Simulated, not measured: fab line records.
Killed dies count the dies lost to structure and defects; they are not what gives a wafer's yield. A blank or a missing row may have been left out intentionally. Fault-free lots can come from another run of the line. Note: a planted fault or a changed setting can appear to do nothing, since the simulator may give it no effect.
Which tool was responsible? :: flow nand harc :: 6 lots, 16 wafers sampled, at 6 steps of a route of 1302

WHAT THE GAUGES READ, wafer by wafer
NHARC_END_SORT_01.
lot: L332
measured: day 28 15:37
on: prober-01
killed at array: 136

WHAT TOOL EACH LOT RAN ON (gives the tool, then ch and the chambers of the sampled wafers, and finally the start)
lot: L332
NHARC_A_STAIRCASE_ALD_415: ald hk-01 ch 2, day 20 13:50
NHARC_A_STAIRCASE_ALD_420: ald hk-02 ch 0, day 20 18:28
NHARC_A_STAIRCASE_CMP_152: cmp-03 ch 3, day 22 06:19
NHARC_A_STAIRCASE_DEP_471: pecvd-01 ch 1, day 22 07:31
NHARC_A_SGD_CUT_DEP_00: pecvd-04 ch 1, day 22 12:56

lot: L336
NHARC_A_STAIRCASE_ALD_415: ald hk-02 ch 1,2,3, day 22 05:34
NHARC_A_STAIRCASE_ALD_420: ald hk-01 ch 2,3, day 22 10:13
NHARC_A_STAIRCASE_CMP_152: cmp-04 ch 0,3, day 24 02:08
NHARC_A_STAIRCASE_DEP_471: pecvd-01 ch 1,2, day 24 03:28
NHARC_A_SGD_CUT_DEP_00: pecvd-02 ch 0,2, day 24 04:11

lot: L338
NHARC_A_STAIRCASE_ALD_415: ald hk-04 ch 1,2,3, day 23 11:13
NHARC_A_STAIRCASE_ALD_420: ald hk-04 ch 0,1,2, day 23 16:08
NHARC_A_STAIRCASE_CMP_152: cmp-04 ch 1,2,3, day 25 06:46
NHARC_A_STAIRCASE_DEP_471: pecvd-03 ch 0,2, day 25 07:52
NHARC_A_SGD_CUT_DEP_00: pecvd-03 ch 0,1,2, day 25 08:32

lot: L340
NHARC_A_STAIRCASE_ALD_415: ald hk-04 ch 1,2,3, day 23 20:50
NHARC_A_STAIRCASE_ALD_420: ald hk-02 ch 0,3, day 24 01:40
NHARC_A_STAIRCASE_CMP_152: cmp-03 ch 0,2,3, day 25 16:49
NHARC_A_STAIRCASE_DEP_471: pecvd-04 ch 0,1, day 25 17:55
NHARC_A_SGD_CUT_DEP_00: pecvd-03 ch 0,1, day 25 18:37

lot: L344
NHARC_A_STAIRCASE_ALD_415: ald hk-02 ch 1,3, day 25 15:02
NHARC_A_STAIRCASE_ALD_420: ald hk-01 ch 0,1,2, day 25 21:29
NHARC_A_STAIRCASE_CMP_152: cmp-04 ch 0,1,3, day 27 13:06
NHARC_A_STAIRCASE_DEP_471: pecvd-03 ch 0,1,2, day 27 14:17
NHARC_A_SGD_CUT_DEP_00: pecvd-03 ch 0,1,2, day 27 15:00

lot: L345
NHARC_A_STAIRCASE_ALD_415: ald hk-01 ch 0,1,3, day 26 09:32
NHARC_A_STAIRCASE_ALD_420: ald hk-02 ch 0,1,2, day 26 14:23
NHARC_A_STAIRCASE_CMP_152: cmp-04 ch 0,2, day 28 07:10
NHARC_A_STAIRCASE_DEP_471: pecvd-01 ch 0,2, day 28 08:15
NHARC_A_SGD_CUT_DEP_00: pecvd-02 ch 0,1,2, day 28 08:58
- NHARC_A_STAIRCASE_ALD_415: deposits SiO2, target thk 30 nm, pulse time 6 s, ald cycles 300.
- NHARC_A_STAIRCASE_ALD_420: deposits SiO2, target thk 20 nm, pulse time 6 s, ald cycles 200.
- NHARC_A_STAIRCASE_CMP_152: polishes.
- NHARC_A_STAIRCASE_DEP_471: deposits SiO2, target thk 100 nm.
- NHARC_A_SGD_CUT_DEP_00: deposits SiNx, target thk 50 nm.

THE ANSWER, worked out from the rows above alone
Rule: the usual values come from the lots themselves. The widest of any qualifying gaps counts: lots, ordered by their means at a reading, are off when they make up no more than a third of the lots, leave a main group of 4 or more, and stand apart from it by 3 or more times the standard deviation of that group's means. Not used: any main group whose means are identical at the precision the tables above print for the reading. A lot without any number at a reading at which 4 lots or more have one is off too. Where the step has rows for the other lots, those lots are counted as sound.
No lot is off on any of the readings shown, so nothing can be concluded from this.

WHAT THE SIMULATOR PUT IN
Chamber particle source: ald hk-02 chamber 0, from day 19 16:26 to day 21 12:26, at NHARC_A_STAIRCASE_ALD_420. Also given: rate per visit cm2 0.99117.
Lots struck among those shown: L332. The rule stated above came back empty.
